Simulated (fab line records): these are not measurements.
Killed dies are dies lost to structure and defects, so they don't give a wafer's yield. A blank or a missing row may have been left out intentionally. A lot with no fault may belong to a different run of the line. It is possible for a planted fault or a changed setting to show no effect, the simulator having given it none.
Matching of chambers | flow n5_finfet | N5_BEOL_M1_ETCH_77 on rie_diel-02: 4 sister chambers
The step etches underlayer in N2/H2, target depth 6.5 nm, time 5.2 s. 4 wafers are shown with their chamber, then 7 later ones without.

WAFERS, EACH WITH ITS CHAMBER
wafer  | chamber | showerhead_plenum_p_Torr (Torr)
L075.4 | 0       | 2.62
L080.6 | 2       | 2.45
L090.3 | 3       | 2.58
L090.4 | 1       | 2.70

WAFERS WITHOUT THEIR CHAMBER
wafer  | showerhead_plenum_p_Torr (Torr)
L090.5 | 2.44
L091.1 | 2.71
L091.2 | 2.44
L091.6 | 2.62
L092.1 | 2.58
L092.2 | 2.44
L092.6 | 2.44

WHICH CHAMBER EACH ONE RAN IN
wafer  | from the rows above | in truth
L090.5 | 2                   | 2
L091.1 | 1                   | 1
L091.2 | 2                   | 2
L091.6 | 0                   | 0
L092.1 | 3                   | 3
L092.2 | 2                   | 2
L092.6 | 2                   | 2
Correct placement for 7 of the 7. Left unplaced by these rows: 0. 0 placed wrongly.
How it was worked out, from the rows above alone: a wafer's distance from a chamber is the root of the sum, over the readings, of the square of ((its reading less the chamber's mean) divided by the reading's scatter). If the next closest chamber is less than 2 further off than the closest, the wafer can't be placed; otherwise it belongs to the closest. For every chamber, the mean is computed from those of its wafers that are shown. The scatter: root of mean squared gap, hidden wafer to nearest shown wafer, with one shown wafer a chamber.
